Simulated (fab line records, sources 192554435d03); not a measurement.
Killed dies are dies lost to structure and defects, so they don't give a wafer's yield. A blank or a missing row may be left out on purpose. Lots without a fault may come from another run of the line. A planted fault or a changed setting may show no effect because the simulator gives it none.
Which tool did it? | flow n5_finfet | 10 lots, 30 wafers sampled, at 5 steps of a route of 1938

WHAT THE GAUGES READ, wafer by wafer
N5_BEOL_M4_RC_MEAS_101.
lot  | measured     | on        | DIBL_N (mV/V)  | DIBL_P (mV/V)  | IOFF_N (nA/um)    | IOFF_P (nA/um)    | ION_N (uA/um) | ION_P (uA/um) | SS_N (mV/dec)  | SS_P (mV/dec)  | VT_N (mV)         | VT_P (mV)
L574 | day 8 23:34  | prober-01 | 34.6 34.2 36.5 | 33.6 32.9 36.7 | 0.135 0.121 0.167 | 0.161 0.154 0.203 | 666 663 674   | 450 452 462   | 72.3 71.7 72.4 | 72.7 73.2 73.9 | 252.2 251.1 250.2 | -252.7 -256.1 -251.2
L573 | day 9 03:32  | prober-01 | 36.1 35.3 34.3 | 36.3 35.3 34.0 | 0.164 0.164 0.140 | 0.226 0.217 0.194 | 678 682 667   | 466 462 458   | 71.2 71.3 70.9 | 72.9 73.2 73.2 | 249.9 249.6 252.4 | -248.1 -246.8 -250.2
L580 | day 10 04:59 | prober-02 | 35.0 36.5 34.5 | 36.0 37.3 36.1 | 0.131 0.165 0.131 | 0.170 0.196 0.177 | 653 668 650   | 447 458 446   | 71.3 72.1 71.4 | 72.8 74.0 74.1 | 253.0 248.6 252.1 | -252.7 -252.3 -253.2
L583 | day 12 02:34 | prober-01 | 37.4 38.1 38.0 | 37.5 37.9 37.0 | 0.188 0.201 0.192 | 0.264 0.283 0.258 | 683 684 691   | 474 473 472   | 71.3 71.3 71.4 | 72.9 73.1 73.5 | 245.9 244.1 246.1 | -243.1 -245.8 -245.2
L584 | day 12 18:58 | prober-02 | 35.2 35.2 36.1 | 34.7 36.1 36.3 | 0.131 0.147 0.147 | 0.185 0.210 0.188 | 658 684 664   | 450 468 453   | 71.7 70.9 71.8 | 73.8 73.9 73.7 | 254.0 251.6 252.1 | -251.0 -248.5 -253.5
L585 | day 12 23:57 | prober-02 | 36.9 36.4 35.2 | 36.0 36.5 34.8 | 0.189 0.184 0.161 | 0.241 0.248 0.212 | 691 687 682   | 476 469 465   | 72.0 71.9 71.8 | 73.2 73.6 73.0 | 243.7 244.9 248.2 | -246.1 -246.3 -247.9
L587 | day 13 23:42 | prober-02 | 36.7 38.7 35.9 | 36.2 38.6 35.9 | 0.163 0.209 0.159 | 0.195 0.239 0.207 | 665 682 675   | 451 460 461   | 71.7 72.5 72.3 | 73.4 73.7 73.2 | 248.8 246.4 248.9 | -249.6 -246.2 -251.1
L588 | day 14 05:13 | prober-01 | 36.4 35.2 37.0 | 36.7 36.0 38.2 | 0.158 0.150 0.183 | 0.191 0.186 0.222 | 683 678 688   | 464 459 469   | 72.2 72.1 72.0 | 73.5 72.6 74.2 | 251.5 249.7 247.0 | -252.5 -253.6 -250.8
L590 | day 15 05:05 | prober-02 | 37.2 35.2 37.3 | 34.9 33.0 35.3 | 0.162 0.126 0.164 | 0.192 0.172 0.212 | 673 674 678   | 456 459 460   | 71.7 71.4 71.6 | 73.2 73.3 73.9 | 248.4 256.2 250.0 | -251.6 -251.6 -249.3
L596 | day 15 20:00 | prober-01 | 33.8 35.6 36.2 | 35.9 36.3 37.2 | 0.157 0.190 0.183 | 0.187 0.194 0.204 | 675 668 668   | 459 452 452   | 70.8 71.2 71.7 | 73.3 73.7 74.0 | 248.4 248.9 250.5 | -252.7 -254.3 -252.4

WHICH TOOL RAN EACH LOT (tool, then ch and the chambers of the sampled wafers, then the start)
lot  | N5_BEOL_M2_PRE_CLEAN_45      | N5_BEOL_M2_CVD_47               | N5_BEOL_M2_ANNEAL_49         | N5_BEOL_M2_ANNEAL_80
L574 | pvd_sputter-03, day 7 22:13  | cvd_co-01 ch 0,2, day 7 22:34   | pvd_sputter-01, day 7 23:01  | pvd_sputter-01, day 7 23:14
L573 | pvd_sputter-03, day 8 02:23  | cvd_co-01 ch 0,2, day 8 02:49   | pvd_sputter-01, day 8 03:03  | pvd_sputter-01, day 8 03:16
L580 | pvd_sputter-03, day 8 17:58  | cvd_co-02 ch 1,2, day 8 18:25   | pvd_sputter-03, day 8 18:53  | pvd_sputter-03, day 8 19:06
L583 | pvd_sputter-03, day 9 17:32  | cvd_co-01 ch 0,1,2, day 9 18:01 | pvd_sputter-01, day 9 18:16  | pvd_sputter-01, day 9 18:29
L584 | pvd_sputter-02, day 9 22:10  | cvd_co-02 ch 0,1, day 9 22:35   | pvd_sputter-02, day 9 22:58  | pvd_sputter-02, day 9 23:11
L585 | pvd_sputter-03, day 10 05:10 | cvd_co-01 ch 0,2, day 10 07:12  | pvd_sputter-01, day 10 07:29 | pvd_sputter-01, day 10 07:43
L587 | pvd_sputter-02, day 12 06:31 | cvd_co-01 ch 1,2, day 12 06:56  | pvd_sputter-02, day 12 07:19 | pvd_sputter-02, day 12 07:32
L588 | pvd_sputter-01, day 12 06:56 | cvd_co-01 ch 1,2, day 12 07:17  | pvd_sputter-01, day 12 07:32 | pvd_sputter-01, day 12 07:45
L590 | pvd_sputter-01, day 13 04:04 | cvd_co-01 ch 1,2, day 13 06:28  | pvd_sputter-01, day 13 06:44 | pvd_sputter-01, day 13 06:58
L596 | pvd_sputter-01, day 13 10:47 | cvd_co-02 ch 0,1, day 13 12:57  | pvd_sputter-01, day 13 13:16 | pvd_sputter-01, day 13 13:29
- N5_BEOL_M2_PRE_CLEAN_45: time 30 s.
- N5_BEOL_M2_CVD_47: deposits Co from CCTBA/H2, target thk 3 nm, time 223.8 s.
- N5_BEOL_M2_ANNEAL_49: time 240 s.
- N5_BEOL_M2_ANNEAL_80: time 240 s.

WHAT THE TOOLS THEMSELVES READ (means of the sampled wafers that have a number; where no wafer has one, the mark that the record gives instead)
N5_BEOL_M2_PRE_CLEAN_45.
lot  | tool           | heater_power_w (W)
L574 | pvd_sputter-03 | 282
L573 | pvd_sputter-03 | 293
L580 | pvd_sputter-03 | 321
L583 | pvd_sputter-03 | 278
L584 | pvd_sputter-02 | 296
L585 | pvd_sputter-03 | 333
L587 | pvd_sputter-02 | 318
L588 | pvd_sputter-01 | 319
L590 | pvd_sputter-01 | 299
L596 | pvd_sputter-01 | 312

N5_BEOL_M2_CVD_47.
lot  | tool      | chamber_pressure_Torr (Torr) | run_length_s (s)
L574 | cvd_co-01 | 29.99                        | 247.0
L573 | cvd_co-01 | 30.01                        | 246.5
L580 | cvd_co-02 | 30.02                        | 247.0
L583 | cvd_co-01 | 29.98                        | 246.6
L584 | cvd_co-02 | 29.94                        | 247.2
L585 | cvd_co-01 | 30.02                        | 246.8
L587 | cvd_co-01 | 29.94                        | 225.4
L588 | cvd_co-01 | 30.05                        | 225.3
L590 | cvd_co-01 | 30.07                        | 203.6
L596 | cvd_co-02 | 29.95                        | 246.5

N5_BEOL_M2_ANNEAL_49.
lot  | tool           | heater_power_w (W) | susceptor_temp_C_max
L574 | pvd_sputter-01 | 761                | 400.8
L573 | pvd_sputter-01 | 787                | 400.9
L580 | pvd_sputter-03 | 800                | 401.1
L583 | pvd_sputter-01 | 780                | 400.9
L584 | pvd_sputter-02 | 828                | 400.8
L585 | pvd_sputter-01 | 740                | 400.7
L587 | pvd_sputter-02 | 782                | 400.8
L588 | pvd_sputter-01 | 756                | 401.2
L590 | pvd_sputter-01 | 788                | 400.7
L596 | pvd_sputter-01 | 799                | 400.7

N5_BEOL_M2_ANNEAL_80.
lot  | tool           | heater_power_w (W) | susceptor_temp_C_max
L574 | pvd_sputter-01 | 767                | 401.1
L573 | pvd_sputter-01 | 777                | 401.3
L580 | pvd_sputter-03 | 802                | 401.4
L583 | pvd_sputter-01 | 766                | 400.8
L584 | pvd_sputter-02 | 822                | 400.9
L585 | pvd_sputter-01 | 730                | 401.0
L587 | pvd_sputter-02 | 795                | 400.9
L588 | pvd_sputter-01 | 758                | 400.9
L590 | pvd_sputter-01 | 788                | 400.5
L596 | pvd_sputter-01 | 813                | 401.0

THE ANSWER, worked out from the rows above alone
Rule: what is usual is taken from the lots themselves. Put in order of their means at a reading, lots are off if they are a third of the lots or fewer, leave a main group of 4 or more, and stand apart from it by a gap of 3 or more times the standard deviation of the main group's means; of several such gaps the widest counts. A main group whose means are all the same, to the digits that the tables above print for the reading, isn't used. A lot without any number at a reading at which 4 lots or more have one is off too. The other lots that the step has rows for count as sound. The gauges are gone through in route order, then the tools' own readings, and for those a lot's mean is taken as printed above. The first step at which some lot is off is used, and at that step the reading that is off furthest; a lot without a number counts as furthest.
Off: L587, L588, L590, at N5_BEOL_M2_CVD_47 (run_length_s). The main group: mean 246.8 s, standard deviation 0.26.
A tool fits if, at that step or a process step before it, it ran every lot that is off, and no sound lot after the first of them. One fits: cvd_co-01 at N5_BEOL_M2_CVD_47. Its last sound lot is L585 (day 10 07:12), its first lot that is off L587 (day 12 06:56): a fault that began between those two fits.
The tool's own readings at N5_BEOL_M2_CVD_47 bear it out: on the lots that are off they differ by more than 5 times the standard deviation of the sound lots' means. run_length_s reads 218.1 s there against 246.8 s on the sound lots.

WHAT THE SIMULATOR HAD PUT IN
Process parameter drift: cvd_co-01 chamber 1, from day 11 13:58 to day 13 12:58, at N5_BEOL_M2_CVD_47. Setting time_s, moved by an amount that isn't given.
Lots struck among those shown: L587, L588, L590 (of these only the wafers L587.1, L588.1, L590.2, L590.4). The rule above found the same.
